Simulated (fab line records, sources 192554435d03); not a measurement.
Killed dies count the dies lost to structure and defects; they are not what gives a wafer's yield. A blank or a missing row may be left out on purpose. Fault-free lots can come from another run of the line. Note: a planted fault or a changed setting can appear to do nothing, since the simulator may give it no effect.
Chamber matching || flow n5-finfet || 4 sister chambers for N5_FIN_CUT_CUT_ETCH_28 on rie-si-05
The step etches Si in HBr/Cl2/O2, target depth 6 nm, time 2.4 s. 8 wafers are shown with their chamber, then 9 later ones without.

## WAFERS WITH THEIR CHAMBER
{"wafer": "L079.2", "chamber": 3, "throttle-valve-pct (%)": 37.0, "drypump-motor-current-A (A)": 5.7}
{"wafer": "L079.5", "chamber": 3, "throttle-valve-pct (%)": 37.0, "drypump-motor-current-A (A)": 5.7}
{"wafer": "L084.4", "chamber": 2, "throttle-valve-pct (%)": 37.9, "drypump-motor-current-A (A)": 6.4}
{"wafer": "L089.5", "chamber": 0, "throttle-valve-pct (%)": 37.0, "drypump-motor-current-A (A)": 5.8}
{"wafer": "L089.6", "chamber": 1, "throttle-valve-pct (%)": 36.6, "drypump-motor-current-A (A)": 5.9}
{"wafer": "L091.1", "chamber": 2, "throttle-valve-pct (%)": 37.9, "drypump-motor-current-A (A)": 6.5}
{"wafer": "L091.4", "chamber": 1, "throttle-valve-pct (%)": 36.5, "drypump-motor-current-A (A)": 5.8}
{"wafer": "L091.5", "chamber": 0, "throttle-valve-pct (%)": 36.9, "drypump-motor-current-A (A)": 5.8}

## WAFERS WITHOUT THEIR CHAMBER
{"wafer": "L093.2", "throttle-valve-pct (%)": 36.6, "drypump-motor-current-A (A)": 5.9}
{"wafer": "L093.4", "throttle-valve-pct (%)": 36.9, "drypump-motor-current-A (A)": 5.9}
{"wafer": "L093.6", "throttle-valve-pct (%)": 37.0, "drypump-motor-current-A (A)": 5.7}
{"wafer": "L095.1", "throttle-valve-pct (%)": 37.0, "drypump-motor-current-A (A)": 5.7}
{"wafer": "L095.5", "throttle-valve-pct (%)": 36.6, "drypump-motor-current-A (A)": 5.9}
{"wafer": "L095.6", "throttle-valve-pct (%)": 37.0, "drypump-motor-current-A (A)": 5.8}
{"wafer": "L097.1", "throttle-valve-pct (%)": 36.6, "drypump-motor-current-A (A)": 5.9}
{"wafer": "L097.3", "throttle-valve-pct (%)": 37.0, "drypump-motor-current-A (A)": 5.9}
{"wafer": "L097.5", "throttle-valve-pct (%)": 36.9, "drypump-motor-current-A (A)": 5.8}

## WHICH CHAMBER EACH ONE RAN IN
{"wafer": "L093.2", "from the rows above": 1, "in truth": 1}
{"wafer": "L093.4", "from the rows above": 0, "in truth": 0}
{"wafer": "L093.6", "from the rows above": 3, "in truth": 3}
{"wafer": "L095.1", "from the rows above": 3, "in truth": 3}
{"wafer": "L095.5", "from the rows above": 1, "in truth": 1}
{"wafer": "L095.6", "from the rows above": "can't be placed: 0 or 3", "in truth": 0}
{"wafer": "L097.1", "from the rows above": 1, "in truth": 1}
{"wafer": "L097.3", "from the rows above": "can't be placed: 0 or 3", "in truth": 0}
{"wafer": "L097.5", "from the rows above": "can't be placed: 0 or 3", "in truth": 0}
Correctly placed: 6 of 9. Cannot be placed on the basis of these rows: 3; the candidates contain the true chamber in 3. Number placed wrongly: 0.
How it was worked out, from the rows above alone: a wafer's distance from a chamber is the root of the sum, over the readings, of the square of ((its reading less the chamber's mean) divided by the reading's scatter). The wafer belongs to the nearest chamber; if the next one is less than 2 further off, it can't be placed. For every chamber, the mean is computed from those of its wafers that are shown. How the scatter is found: for the shown wafers, subtract from each reading the mean of its chamber, square and add these, divide the total by (wafers less chambers), then take the root.
